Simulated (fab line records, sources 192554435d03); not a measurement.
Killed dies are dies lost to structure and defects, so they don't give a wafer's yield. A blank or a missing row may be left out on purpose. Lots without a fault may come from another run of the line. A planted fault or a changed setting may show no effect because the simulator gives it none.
Which tool did it? | flow n5_finfet | 24 lots, 72 wafers sampled, at 6 steps of a route of 1938

WHAT THE GAUGES READ, wafer by wafer
The record holds no reading of a measuring or inspecting step that can be judged against a usual standard deviation.

WHICH TOOL RAN EACH LOT (tool, then ch and the chambers of the sampled wafers, then the start)
lot  | N5_BEOL_M2_ANNEAL_51             | N5_BEOL_M2_PRE_CLEAN_60          | N5_BEOL_M3_DESCUM_16               | N5_BEOL_M3_ETCH_74                 | N5_BEOL_M3_ALD_98                 | N5_BEOL_M3_ETCH_41
L074 | rtp_anneal-02 ch 0, day 7 04:29  | cvd_co-02 ch 0,1, day 7 05:04    | rie_diel-05 ch 0,2, day 7 06:20    | rie_diel-05 ch 0,2, day 7 06:22    | ald_sin-04 ch 1,2,3, day 7 07:41  | rie_diel-01 ch 0,2, no start
L075 | rtp_anneal-02 ch 0, day 7 04:52  | cvd_co-02 ch 0,1, day 7 05:25    | rie_diel-01 ch 0,1, day 7 06:33    | rie_diel-01 ch 0,1, day 7 06:35    | ald_sin-04 ch 1,3, day 7 07:47    | rie_diel-01 ch 1,2, no start
L077 | rtp_anneal-01 ch 0, day 8 16:49  | cvd_co-02 ch 0,2, day 8 17:27    | rie_diel-06 ch 0,1,2, day 8 18:56  | rie_diel-06 ch 0,1,2, day 8 18:58  | ald_sin-03 ch 1,2,3, day 8 20:14  | rie_diel-06 ch 1,3, no start
L078 | rtp_anneal-01 ch 0, day 9 17:44  | cvd_co-02 ch 0,2, day 9 18:19    | rie_diel-06 ch 0,2, day 9 19:47    | rie_diel-06 ch 0,2, day 9 19:49    | ald_sin-03 ch 0,2,3, day 9 21:16  | rie_diel-06 ch 1,2, no start
L083 | rtp_anneal-02 ch 0, day 9 21:10  | cvd_co-01 ch 0,1,2, day 9 21:48  | rie_diel-06 ch 1,3, day 10 00:50   | rie_diel-06 ch 1,3, day 10 00:52   | ald_sin-03 ch 0,1,2, day 10 02:39 | rie_diel-06 ch 0,1,3, no start
L076 | rtp_anneal-01 ch 0, day 9 21:16  | cvd_co-01 ch 0,1,2, day 9 22:03  | rie_diel-05 ch 1,2, day 10 00:52   | rie_diel-05 ch 1,2, day 10 00:54   | ald_sin-04 ch 1,2, day 10 02:29   | rie_diel-06 ch 0,1, no start
L080 | rtp_anneal-02 ch 0, day 9 21:38  | cvd_co-01 ch 0,1,2, day 9 22:16  | rie_diel-01 ch 0,1,3, day 10 00:55 | rie_diel-01 ch 0,1,3, day 10 00:56 | ald_sin-04 ch 0,2,3, day 10 02:48 | rie_diel-05 ch 0,1,2, no start
L079 | rtp_anneal-01 ch 0, day 10 00:04 | cvd_co-01 ch 0,1,2, day 10 00:41 | rie_diel-01 ch 0,1,3, day 10 01:40 | rie_diel-01 ch 0,1,3, day 10 01:43 | ald_sin-03 ch 0,1,2, day 10 02:50 | rie_diel-05 ch 1,2,3, no start
L081 | rtp_anneal-01 ch 0, day 10 00:20 | cvd_co-01 ch 0,1,2, day 10 00:59 | rie_diel-01 ch 0,2,3, day 10 04:04 | rie_diel-01 ch 0,2,3, day 10 04:05 | ald_sin-01 ch 0,1,3, day 10 05:23 | rie_diel-05 ch 0,1,2, no start
L082 | rtp_anneal-02 ch 0, day 10 07:37 | cvd_co-02 ch 0,1, day 10 08:14   | rie_diel-01 ch 2,3, day 10 09:46   | rie_diel-01 ch 2,3, day 10 09:49   | ald_sin-01 ch 0,1, day 10 11:01   | rie_diel-01 ch 2,3, no start
L084 | rtp_anneal-01 ch 0, day 10 09:44 | cvd_co-01 ch 1,2, day 10 10:19   | rie_diel-01 ch 0,2,3, day 10 12:01 | rie_diel-01 ch 0,2,3, day 10 12:04 | ald_sin-03 ch 1,3, day 10 13:05   | rie_diel-01 ch 0,2, no start
L085 | rtp_anneal-02 ch 0, day 10 11:36 | cvd_co-01 ch 0,1,2, day 10 12:11 | rie_diel-06 ch 1,2,3, day 10 15:26 | rie_diel-06 ch 1,2,3, day 10 15:28 | ald_sin-01 ch 1,2,3, day 10 16:37 | rie_diel-05 ch 0,1,3, no start
L088 | rtp_anneal-01 ch 0, day 10 14:11 | cvd_co-02 ch 0,1,2, day 10 14:49 | rie_diel-05 ch 0,2,3, day 10 16:35 | rie_diel-05 ch 0,2,3, day 10 16:37 | ald_sin-03 ch 0,2,3, day 10 18:03 | rie_diel-05 ch 0,1, no start
L086 | rtp_anneal-02 ch 0, day 10 14:12 | cvd_co-01 ch 0,1, day 10 15:01   | rie_diel-05 ch 0,2,3, day 10 16:49 | rie_diel-05 ch 0,2,3, day 10 16:50 | ald_sin-03 ch 1,2,3, day 10 18:08 | rie_diel-01 ch 0,1,2, no start
L087 | rtp_anneal-02 ch 0, day 10 19:20 | cvd_co-01 ch 0,1,2, day 10 20:12 | rie_diel-01 ch 0,2,3, day 10 23:05 | rie_diel-01 ch 0,2,3, day 10 23:07 | ald_sin-01 ch 0,1, day 11 00:23   | rie_diel-05 ch 0,1,3, no start
L089 | rtp_anneal-01 ch 0, day 11 04:44 | cvd_co-02 ch 1,2, day 11 05:22   | rie_diel-06 ch 2,3, day 11 08:28   | rie_diel-06 ch 2,3, day 11 08:29   | ald_sin-03 ch 0,1,3, day 11 09:37 | rie_diel-05 ch 0,1, no start
L090 | rtp_anneal-01 ch 0, day 11 15:33 | cvd_co-01 ch 0,2, day 11 16:38   | rie_diel-06 ch 0,1,2, day 11 18:59 | rie_diel-06 ch 0,1,2, day 11 19:01 | ald_sin-04 ch 0,1,3, day 11 19:59 | rie_diel-01 ch 1,2,3, no start
L091 | rtp_anneal-01 ch 0, day 12 02:09 | cvd_co-02 ch 0,1, day 12 02:47   | rie_diel-06 ch 0,2, day 12 04:40   | rie_diel-06 ch 0,2, day 12 04:43   | ald_sin-04 ch 0,2,3, day 12 06:01 | rie_diel-01 ch 0,1, no start
L092 | rtp_anneal-02 ch 0, day 12 07:58 | cvd_co-01 ch 0,1,2, day 12 08:31 | rie_diel-01 ch 0,3, day 12 11:49   | rie_diel-01 ch 0,3, day 12 11:50   | ald_sin-01 ch 0,1,2, day 12 12:56 | rie_diel-01 ch 1,3, no start
L093 | rtp_anneal-02 ch 0, day 12 14:28 | cvd_co-01 ch 0,1,2, day 12 15:06 | rie_diel-01 ch 1,3, day 12 17:11   | rie_diel-01 ch 1,3, day 12 17:14   | ald_sin-01 ch 0,2,3, day 12 18:39 | rie_diel-01 ch 0,2,3, no start
L094 | rtp_anneal-02 ch 0, day 12 16:31 | cvd_co-01 ch 0,1, day 12 17:09   | rie_diel-05 ch 1,2, day 12 18:07   | rie_diel-05 ch 1,2, day 12 18:10   | ald_sin-03 ch 0,2, day 12 19:11   | rie_diel-06 ch 0,1,3, no start
L095 | rtp_anneal-01 ch 0, day 12 19:40 | cvd_co-01 ch 0,1,2, day 12 20:17 | rie_diel-05 ch 0,1,3, day 12 22:01 | rie_diel-05 ch 0,1,3, day 12 22:03 | ald_sin-01 ch 0,1, day 12 23:03   | rie_diel-05 ch 1,2,3, no start
L096 | rtp_anneal-02 ch 0, day 13 05:37 | cvd_co-02 ch 0,2, day 13 06:09   | rie_diel-05 ch 0,1, day 13 07:31   | rie_diel-05 ch 0,1, day 13 07:32   | ald_sin-03 ch 0,2,3, day 13 08:39 | rie_diel-01 ch 0,1, no start
L097 | rtp_anneal-01 ch 0, day 13 11:52 | cvd_co-02 ch 0,2, day 13 12:29   | rie_diel-05 ch 0,2,3, day 13 13:27 | rie_diel-05 ch 0,2,3, day 13 13:29 | ald_sin-03 ch 0,1, day 13 14:35   | rie_diel-06 ch 1,2,3, no start
- N5_BEOL_M2_ANNEAL_51: time 90 s.
- N5_BEOL_M2_PRE_CLEAN_60: time 15 s.
- N5_BEOL_M3_DESCUM_16: chemistry O2, time 7 s.
- N5_BEOL_M3_ETCH_74: etches underlayer in N2/H2, target depth 6.5 nm, time 5.2 s.
- N5_BEOL_M3_ALD_98: deposits SiO2, target thk 2.5 nm, pulse time 1 s, co reactant pulse time 1 s.
- N5_BEOL_M3_ETCH_41: etches SiCN in CH3F/O2, target depth 29.9 nm, time 52.5 s.

WHAT THE TOOLS THEMSELVES READ (means of the sampled wafers that have a number; where no wafer has one, the mark that the record gives instead)
N5_BEOL_M2_ANNEAL_51. Usual: wafer_temp_C_max 226.3, standard deviation 0.32.
lot  | tool          | wafer_temp_C_max | flag
L074 | rtp_anneal-02 | 226.7            |
L075 | rtp_anneal-02 | 226.6            |
L077 | rtp_anneal-01 | 226.2            |
L078 | rtp_anneal-01 | 226.2            |
L083 | rtp_anneal-02 | 226.4            |
L076 | rtp_anneal-01 | 226.1            |
L080 | rtp_anneal-02 | 226.5            |
L079 | rtp_anneal-01 | 225.8            |
L081 | rtp_anneal-01 | 226.4            |
L082 | rtp_anneal-02 | 226.6            |
L084 | rtp_anneal-01 | 226.2            |
L085 | rtp_anneal-02 | 226.7            |
L088 | rtp_anneal-01 | 226.0            |
L086 | rtp_anneal-02 | 226.4            |
L087 | rtp_anneal-02 | 226.6            |
L089 | rtp_anneal-01 | 226.4            |
L090 | rtp_anneal-01 | 226.3            |
L091 | rtp_anneal-01 | 225.8            |
L092 | rtp_anneal-02 | 226.7            |
L093 | rtp_anneal-02 | 226.5            |
L094 | rtp_anneal-02 | 226.4            |
L095 | rtp_anneal-01 | 226.2            |
L096 | rtp_anneal-02 | 226.2            |
L097 | rtp_anneal-01 | 226.2            |

N5_BEOL_M2_PRE_CLEAN_60. Usual: heater_power_w 96 W, standard deviation 30.
lot  | tool      | heater_power_w (W) | flag
L074 | cvd_co-02 | 117                |
L075 | cvd_co-02 | 116                |
L077 | cvd_co-02 | 97                 |
L078 | cvd_co-02 | 81                 |
L083 | cvd_co-01 | 93                 |
L076 | cvd_co-01 | 92                 |
L080 | cvd_co-01 | 93                 |
L079 | cvd_co-01 | 92                 |
L081 | cvd_co-01 | 93                 |
L082 | cvd_co-02 | 116                |
L084 | cvd_co-01 | 116                |
L085 | cvd_co-01 | 93                 |
L088 | cvd_co-02 | 102                |
L086 | cvd_co-01 | 117                |
L087 | cvd_co-01 | 94                 |
L089 | cvd_co-02 | 83                 |
L090 | cvd_co-01 | 69                 |
L091 | cvd_co-02 | 118                |
L092 | cvd_co-01 | 92                 |
L093 | cvd_co-01 | 93                 |
L094 | cvd_co-01 | 118                |
L095 | cvd_co-01 | 93                 |
L096 | cvd_co-02 | 97                 |
L097 | cvd_co-02 | 81                 |

N5_BEOL_M3_DESCUM_16. Usual: drypump_motor_current_A 5.75 A, standard deviation 0.28; oes_product_au 0.77 a.u., standard deviation 0.077; rf_vpp_V 242.8 V, standard deviation 1.4; showerhead_plenum_p_Torr 2.07 Torr, standard deviation 0.062; temp_c 40.01 C, standard deviation 0.099; throttle_valve_pct 20.4 %, standard deviation 0.35.
lot  | tool        | drypump_motor_current_A (A) | oes_product_au (a.u.) | rf_vpp_V (V) | showerhead_plenum_p_Torr (Torr) | temp_c (C) | throttle_valve_pct (%) | flag
L074 | rie_diel-05 | 5.73                        | 0.73                  | 242.6        | 2.08                            | 40.12      | 20.7                   |
L075 | rie_diel-01 | 5.81                        | 0.84                  | 242.7        | 2.07                            | 40.08      | 20.1                   |
L077 | rie_diel-06 | 6.03                        | 0.75                  | 242.0        | 2.05                            | 40.05      | 20.4                   |
L078 | rie_diel-06 | 5.98                        | 0.76                  | 243.1        | 2.08                            | 40.11      | 20.6                   |
L083 | rie_diel-06 | 5.97                        | 0.76                  | 241.9        | 2.04                            | 40.04      | 20.2                   |
L076 | rie_diel-05 | 5.32                        | 0.69                  | 242.0        | 2.03                            | 39.98      | 20.9                   |
L080 | rie_diel-01 | 5.88                        | 0.85                  | 244.4        | 2.08                            | 40.01      | 20.0                   |
L079 | rie_diel-01 | 5.87                        | 0.86                  | 243.2        | 2.08                            | 39.97      | 20.0                   |
L081 | rie_diel-01 | 5.72                        | 0.80                  | 243.1        | 2.10                            | 39.93      | 20.1                   |
L082 | rie_diel-01 | 5.73                        | 0.77                  | 243.2        | 2.14                            | 39.95      | 20.3                   |
L084 | rie_diel-01 | 5.73                        | 0.80                  | 243.7        | 2.10                            | 39.96      | 20.1                   |
L085 | rie_diel-06 | 5.90                        | 0.77                  | 242.3        | 2.06                            | 39.97      | 20.3                   |
L088 | rie_diel-05 | 5.70                        | 0.74                  | 242.8        | 2.05                            | 39.95      | 20.5                   |
L086 | rie_diel-05 | 5.73                        | 0.74                  | 242.0        | 2.06                            | 40.05      | 20.5                   |
L087 | rie_diel-01 | 5.74                        | 0.80                  | 242.7        | 2.10                            | 40.01      | 20.1                   |
L089 | rie_diel-06 | 5.61                        | 0.79                  | 243.8        | 2.13                            | 40.10      | 20.4                   |
L090 | rie_diel-06 | 6.04                        | 0.73                  | 242.9        | 2.05                            | 40.01      | 20.4                   |
L091 | rie_diel-06 | 5.96                        | 0.73                  | 242.1        | 2.07                            | 40.03      | 20.6                   |
L092 | rie_diel-01 | 5.80                        | 0.85                  | 244.2        | 2.08                            | 40.03      | 19.9                   |
L093 | rie_diel-01 | 5.94                        | 0.85                  | 243.9        | 2.10                            | 39.96      | 20.0                   |
L094 | rie_diel-05 | 5.49                        | 0.90                  | 241.9        | 2.05                            | 40.09      | 20.7                   |
L095 | rie_diel-05 | 5.57                        | 0.74                  | 241.4        | 2.02                            | 39.91      | 20.5                   |
L096 | rie_diel-05 | 5.39                        | 0.69                  | 241.9        | 2.02                            | 40.02      | 20.7                   |
L097 | rie_diel-05 | 5.73                        | 0.83                  | 242.3        | 2.05                            | 40.00      | 20.4                   |

N5_BEOL_M3_ETCH_74. Usual: drypump_motor_current_A 5.75 A, standard deviation 0.28; etch_rf_on_time_s 5.23 s, standard deviation 0.18; oes_product_au 0.66 a.u., standard deviation 0.068; rf_vpp_V 523.4 V, standard deviation 2.7; showerhead_plenum_p_Torr 2.52 Torr, standard deviation 0.087; throttle_valve_pct 17.8 %, standard deviation 0.32.
lot  | tool        | drypump_motor_current_A (A) | etch_rf_on_time_s (s) | oes_product_au (a.u.) | rf_vpp_V (V) | showerhead_plenum_p_Torr (Torr) | throttle_valve_pct (%) | flag
L074 | rie_diel-05 | 5.74                        | 5.48                  | 0.61                  | 523.7        | 2.52                            | 17.9                   |
L075 | rie_diel-01 | 5.81                        | 5.23                  | 0.71                  | 523.7        | 2.51                            | 17.6                   |
L077 | rie_diel-06 | 6.06                        | 5.16                  | 0.64                  | 521.9        | 2.51                            | 18.0                   |
L078 | rie_diel-06 | 5.97                        | 5.28                  | 0.63                  | 522.4        | 2.53                            | 18.1                   |
L083 | rie_diel-06 | 5.99                        | 5.23                  | 0.64                  | 523.4        | 2.51                            | 17.7                   |
L076 | rie_diel-05 | 5.33                        | 5.45                  | 0.59                  | 522.1        | 2.44                            | 18.0                   |
L080 | rie_diel-01 | 5.88                        | 5.17                  | 0.73                  | 523.1        | 2.54                            | 17.5                   |
L079 | rie_diel-01 | 5.89                        | 5.12                  | 0.73                  | 524.3        | 2.54                            | 17.5                   |
L081 | rie_diel-01 | 5.72                        | 5.08                  | 0.71                  | 523.7        | 2.55                            | 17.6                   |
L082 | rie_diel-01 | 5.74                        | 5.13                  | 0.67                  | 526.1        | 2.61                            | 17.9                   |
L084 | rie_diel-01 | 5.73                        | 5.09                  | 0.70                  | 525.3        | 2.55                            | 17.6                   |
L085 | rie_diel-06 | 5.91                        | 5.31                  | 0.65                  | 524.0        | 2.53                            | 17.9                   |
L088 | rie_diel-05 | 5.73                        | 5.41                  | 0.63                  | 522.2        | 2.49                            | 17.9                   |
L086 | rie_diel-05 | 5.73                        | 5.36                  | 0.63                  | 523.0        | 2.49                            | 17.9                   |
L087 | rie_diel-01 | 5.73                        | 5.19                  | 0.69                  | 524.8        | 2.55                            | 17.6                   |
L089 | rie_diel-06 | 5.61                        | 5.30                  | 0.67                  | 524.8        | 2.61                            | 18.0                   |
L090 | rie_diel-06 | 6.07                        | 5.15                  | 0.63                  | 523.6        | 2.50                            | 17.9                   |
L091 | rie_diel-06 | 5.96                        | 5.25                  | 0.62                  | 523.1        | 2.52                            | 18.1                   |
L092 | rie_diel-01 | 5.78                        | 5.08                  | 0.74                  | 524.4        | 2.53                            | 17.3                   |
L093 | rie_diel-01 | 5.94                        | 5.10                  | 0.74                  | 523.5        | 2.57                            | 17.5                   |
L094 | rie_diel-05 | 5.50                        | 5.34                  | 0.74                  | 521.5        | 2.46                            | 17.9                   |
L095 | rie_diel-05 | 5.59                        | 5.23                  | 0.63                  | 522.6        | 2.45                            | 17.8                   |
L096 | rie_diel-05 | 5.42                        | 5.33                  | 0.59                  | 522.0        | 2.43                            | 18.0                   |
L097 | rie_diel-05 | 5.74                        | 5.29                  | 0.70                  | 522.4        | 2.48                            | 17.8                   |

N5_BEOL_M3_ALD_98. Usual: heater_power_w 75 W, standard deviation 6.8; precursor_pulse_height_rel 1.001, standard deviation 0.02.
lot  | tool       | heater_power_w (W) | precursor_pulse_height_rel | flag
L074 | ald_sin-04 | 81                 | 1.003                      |
L075 | ald_sin-04 | 76                 | 1.009                      |
L077 | ald_sin-03 | 73                 | 1.013                      |
L078 | ald_sin-03 | 73                 | 0.997                      |
L083 | ald_sin-03 | 77                 | 1.009                      |
L076 | ald_sin-04 | 90                 | 0.998                      |
L080 | ald_sin-04 | 76                 | 0.980                      |
L079 | ald_sin-03 | 76                 | 1.008                      |
L081 | ald_sin-01 | 74                 | 0.985                      |
L082 | ald_sin-01 | 73                 | 1.012                      |
L084 | ald_sin-03 | 70                 | 1.004                      |
L085 | ald_sin-01 | 74                 | 1.011                      |
L088 | ald_sin-03 | 72                 | 1.006                      |
L086 | ald_sin-03 | 74                 | 1.006                      |
L087 | ald_sin-01 | 74                 | 1.009                      |
L089 | ald_sin-03 | 73                 | 1.012                      |
L090 | ald_sin-04 | 71                 | 1.009                      |
L091 | ald_sin-04 | 76                 | 0.997                      |
L092 | ald_sin-01 | 75                 | 0.999                      |
L093 | ald_sin-01 | 73                 | 1.006                      |
L094 | ald_sin-03 | 78                 | 0.989                      |
L095 | ald_sin-01 | 75                 | 0.987                      |
L096 | ald_sin-03 | 75                 | 0.994                      |
L097 | ald_sin-03 | 75                 | 1.000                      |

N5_BEOL_M3_ETCH_41. Usual: drypump_motor_current_A 5.76 A, standard deviation 0.27; oes_product_au 0.77 a.u., standard deviation 0.071; rf_vpp_V 297.0 V, standard deviation 1.6; showerhead_plenum_p_Torr 1.99 Torr, standard deviation 0.072; throttle_valve_pct 16.30 %, standard deviation 0.26.
lot  | tool        | drypump_motor_current_A (A) | oes_product_au (a.u.) | rf_vpp_V (V) | showerhead_plenum_p_Torr (Torr) | throttle_valve_pct (%) | flag
L074 | rie_diel-01 | 5.66                        | 0.79                  | 297.1        | 2.00                            | 16.12                  |
L075 | rie_diel-01 | 5.95                        | 0.80                  | 297.6        | 2.05                            | 16.43                  |
L077 | rie_diel-06 | 5.99                        | 0.76                  | 295.4        | 1.97                            | 16.20                  |
L078 | rie_diel-06 | 6.17                        | 0.73                  | 295.8        | 1.90                            | 16.21                  |
L083 | rie_diel-06 | 5.86                        | 0.77                  | 298.3        | 2.03                            | 16.31                  |
L076 | rie_diel-06 | 6.03                        | 0.73                  | 297.3        | 2.02                            | 16.34                  |
L080 | rie_diel-05 | 5.54                        | 0.69                  | 296.5        | 1.94                            | 16.60                  |
L079 | rie_diel-05 | 5.53                        | 0.74                  | 295.9        | 1.93                            | 16.43                  |
L081 | rie_diel-05 | 5.54                        | 0.70                  | 296.3        | 1.94                            | 16.59                  |
L082 | rie_diel-01 | 5.72                        | 0.77                  | 298.2        | 2.06                            | 16.38                  |
L084 | rie_diel-01 | 5.65                        | 0.74                  | 297.9        | 2.02                            | 16.39                  |
L085 | rie_diel-05 | 5.56                        | 0.76                  | 295.7        | 1.93                            | 16.34                  |
L088 | rie_diel-05 | 5.38                        | 0.70                  | 296.1        | 1.92                            | 16.56                  |
L086 | rie_diel-01 | 5.80                        | 0.77                  | 297.0        | 2.02                            | 16.32                  |
L087 | rie_diel-05 | 5.57                        | 0.74                  | 296.4        | 1.93                            | 16.34                  |
L089 | rie_diel-05 | 5.37                        | 0.71                  | 294.9        | 1.92                            | 16.57                  |
L090 | rie_diel-01 | 5.86                        | 0.79                  | 297.9        | 2.04                            | 16.34                  |
L091 | rie_diel-01 | 5.95                        | 0.81                  | 297.9        | 2.00                            | 16.26                  |
L092 | rie_diel-01 | 5.92                        | 0.85                  | 298.0        | 2.04                            | 16.12                  |
L093 | rie_diel-01 | 5.73                        | 0.78                  | 296.9        | 2.01                            | 16.19                  |
L094 | rie_diel-06 | 5.87                        | 0.74                  | 297.9        | 2.03                            | 16.35                  |
L095 | rie_diel-05 | 5.53                        | 0.82                  | 296.6        | 1.93                            | 16.29                  |
L096 | rie_diel-01 | 5.96                        | 0.79                  | 298.1        | 2.00                            | 16.28                  |
L097 | rie_diel-06 | 5.88                        | 0.74                  | 296.2        | 1.97                            | 16.32                  |

THE ANSWER, worked out from the rows above alone
Rule: a lot is off if the mean of its wafers that have a number lies more than 3 standard deviations from the usual mean. A lot without any number at a reading at which 4 lots or more have one is off too. The other lots that the step has rows for count as sound. The gauges are gone through in route order, then the tools' own readings, and for those a lot's mean is taken as printed above. The first step at which some lot is off is used, and at that step the reading that is off furthest; a lot without a number counts as furthest.
No lot is off at any reading shown: from this, nothing can be told.

WHAT THE SIMULATOR HAD PUT IN
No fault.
